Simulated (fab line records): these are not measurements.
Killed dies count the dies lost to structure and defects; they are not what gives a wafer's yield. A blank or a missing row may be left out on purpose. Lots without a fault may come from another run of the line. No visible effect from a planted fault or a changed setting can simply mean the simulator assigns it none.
Which tool was responsible? ; flow nand-harc ; Sampling: 6 lots, 18 wafers, 5 of 1159 route steps

WHAT EACH GAUGE READ, for each wafer
NHARC_END_SORT_01.
lot;measured;on;killed-at-array
L333;day 21 14:48;prober-01;356 21 370
L336;day 23 02:58;prober-02;32 375 42
L346;day 25 08:47;prober-01;22 19 23

WHAT TOOL EACH LOT RAN ON (gives the tool, then ch and the chambers of the sampled wafers, and finally the start)
lot;NHARC_A_STAIRCASE_TRIM_12;NHARC_A_STAIRCASE_ETCH_13;NHARC_A_STAIRCASE_ETCH_19;NHARC_A_STAIRCASE_ETCH_21
L325;rie-diel-05 ch 0,3, day 11 04:14;rie-diel-05 ch 0,1, day 11 04:23;rie-diel-05 ch 0,1,2, no start;rie-diel-10 ch 0,1,2, no start
L333;rie-diel-05 ch 0,1,2, day 12 22:22;rie-diel-05 ch 0,1, day 12 22:29;rie-diel-05 ch 0,3, day 21 14:48 or earlier;rie-diel-01 ch 0,1,2, day 21 14:48 or earlier
L336;rie-diel-05 ch 1,2,3, day 14 11:13;rie-diel-05 ch 0,2,3, day 14 11:21;rie-diel-05 ch 0,1,2, day 23 02:58 or earlier;rie-diel-01 ch 0,2,3, day 23 02:58 or earlier
L343;rie-diel-01 ch 0,1,2, day 15 02:23;rie-diel-01 ch 1,2,3, day 15 02:31;rie-diel-01 ch 0,1,2, no start;rie-diel-05 ch 0,1,2, no start
L342;rie-diel-10 ch 0,1,3, day 15 07:10;rie-diel-10 ch 0,1,2, day 15 07:20;rie-diel-10 ch 0,1,2, no start;rie-diel-01 ch 0,2,3, no start
L346;rie-diel-10 ch 1,2,3, day 16 09:16;rie-diel-10 ch 1,2,3, day 16 09:24;rie-diel-10 ch 0,1,3, day 25 08:47 or earlier;rie-diel-05 ch 0,3, day 25 08:47 or earlier
- NHARC_A_STAIRCASE_TRIM_12: chemistry O2, time 211.2 s.
- NHARC_A_STAIRCASE_ETCH_13: etches the open film in C4F8/O2, target depth 100 nm, time 40.5 s.
- NHARC_A_STAIRCASE_ETCH_19: etches the open film in C4F8/O2, target depth 100 nm, time 40.5 s.
- NHARC_A_STAIRCASE_ETCH_21: etches the open film in C4F8/O2, target depth 100 nm, time 40.5 s.

THE ANSWER, worked out from the rows above alone
Rule: usual is defined by the lots themselves. The widest of any qualifying gaps counts: lots, ordered by their means at a reading, are off when they make up no more than a third of the lots, leave a main group of 4 or more, and stand apart from it by 3 or more times the standard deviation of that group's means. A main group whose means are all the same, to the digits that the tables above print for the reading, isn't used. A lot without any number at a reading at which 4 lots or more have one is off too. All remaining lots with rows at the step are treated as sound.
Across all readings shown, no lot is off: no conclusion can be drawn from this.

WHAT THE SIMULATOR HAD INSERTED
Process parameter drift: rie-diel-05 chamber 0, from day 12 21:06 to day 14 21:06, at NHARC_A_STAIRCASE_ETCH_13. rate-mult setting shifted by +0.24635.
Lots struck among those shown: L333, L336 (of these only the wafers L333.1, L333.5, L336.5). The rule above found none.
